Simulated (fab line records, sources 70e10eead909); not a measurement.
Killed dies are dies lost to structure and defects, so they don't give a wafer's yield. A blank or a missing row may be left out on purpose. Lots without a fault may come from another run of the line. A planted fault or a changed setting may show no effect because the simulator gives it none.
Chamber matching | flow nand_harc | NHARC_P_M1_ETCH_35 on rie_diel-04: 4 sister chambers
The step etches the open film in N2/H2, target depth 40 nm, overetch 12 nm, time 43.94 s. 36 wafers are shown with their chamber, then 12 later ones without.

WAFERS WITH THEIR CHAMBER
wafer  | chamber | showerhead_plenum_p_Torr (Torr) | drypump_motor_current_A (A) | rf_vpp_V (V)
L074.2 | 0       | 2.04                            | 5.5                         | 431
L074.5 | 0       | 2.04                            | 5.5                         | 430
L074.6 | 1       | 2.03                            | 5.3                         | 431
L076.1 | 0       | 2.04                            | 5.5                         | 431
L076.4 | 1       | 2.03                            | 5.2                         | 431
L076.6 | 0       | 2.04                            | 5.5                         | 431
L076.2 | 2       | 2.18                            | 6.2                         | 433
L076.3 | 3       | 1.90                            | 5.5                         | 426
L076.5 | 1       | 2.03                            | 5.3                         | 429
L079.2 | 2       | 2.18                            | 6.2                         | 435
L079.3 | 1       | 2.03                            | 5.3                         | 430
L079.6 | 3       | 1.90                            | 5.5                         | 425
L084.3 | 2       | 2.18                            | 6.2                         | 435
L084.5 | 2       | 2.18                            | 6.2                         | 436
L084.6 | 1       | 2.03                            | 5.2                         | 432
L085.2 | 1       | 2.03                            | 5.2                         | 430
L085.3 | 3       | 1.89                            | 5.6                         | 426
L085.5 | 2       | 2.18                            | 6.2                         | 434
L085.1 | 2       | 2.18                            | 6.3                         | 433
L085.4 | 1       | 2.03                            | 5.3                         | 429
L085.6 | 3       | 1.89                            | 5.6                         | 426
L086.1 | 3       | 1.89                            | 5.6                         | 428
L086.3 | 1       | 2.03                            | 5.2                         | 431
L086.6 | 2       | 2.18                            | 6.3                         | 435
L087.2 | 3       | 1.89                            | 5.5                         | 427
L087.3 | 2       | 2.18                            | 6.3                         | 435
L087.5 | 1       | 2.03                            | 5.2                         | 429
L089.2 | 3       | 1.89                            | 5.5                         | 428
L089.3 | 1       | 2.03                            | 5.3                         | 429
L089.4 | 2       | 2.18                            | 6.3                         | 434
L091.2 | 2       | 2.18                            | 6.2                         | 434
L091.5 | 3       | 1.89                            | 5.5                         | 426
L091.6 | 2       | 2.18                            | 6.2                         | 435
L093.1 | 0       | 2.04                            | 5.5                         | 431
L093.5 | 3       | 1.89                            | 5.5                         | 426
L093.6 | 0       | 2.04                            | 5.5                         | 430

SIGNATURES (means of the wafers above)
reading                  | chamber 0 | chamber 1 | chamber 2 | chamber 3 | scatter within a chamber
showerhead_plenum_p_Torr | 2.0400    | 2.0300    | 2.1800    | 1.8922    | 0.0022
drypump_motor_current_A  | 5.500     | 5.250     | 6.236     | 5.533     | 0.0469
rf_vpp_V                 | 430.67    | 430.10    | 434.45    | 426.44    | 0.955
Rule: a wafer's distance from a chamber is the root of the sum, over the readings, of the square of ((its reading less the chamber's mean) divided by the reading's scatter). The wafer belongs to the nearest chamber; if the next one is less than 2 further off, it can't be placed. The scatter: the root of (the sum of the squares of (reading less its chamber's mean) over the shown wafers, divided by (wafers less chambers)).

WAFERS WITHOUT THEIR CHAMBER
wafer  | showerhead_plenum_p_Torr (Torr) | drypump_motor_current_A (A) | rf_vpp_V (V)
L094.2 | 1.89                            | 5.5                         | 427
L094.3 | 2.04                            | 5.5                         | 431
L094.5 | 2.04                            | 5.5                         | 430
L094.1 | 2.03                            | 5.3                         | 430
L094.4 | 2.18                            | 6.3                         | 433
L094.6 | 1.89                            | 5.5                         | 426
L095.3 | 2.04                            | 5.5                         | 431
L095.4 | 2.18                            | 6.3                         | 434
L095.5 | 1.89                            | 5.5                         | 427
L097.2 | 2.04                            | 5.5                         | 430
L097.4 | 2.03                            | 5.3                         | 430
L097.6 | 2.03                            | 5.3                         | 430

WHICH CHAMBER EACH WENT THROUGH
wafer  | from the rows above | in truth
L094.2 | 3                   | 3
L094.3 | 0                   | 0
L094.5 | 0                   | 0
L094.1 | 1                   | 1
L094.4 | 2                   | 2
L094.6 | 3                   | 3
L095.3 | 0                   | 0
L095.4 | 2                   | 2
L095.5 | 3                   | 3
L097.2 | 0                   | 0
L097.4 | 1                   | 1
L097.6 | 1                   | 1
Placed correctly: 12 of 12. Can't be placed from these rows: 0. Placed wrongly: 0.
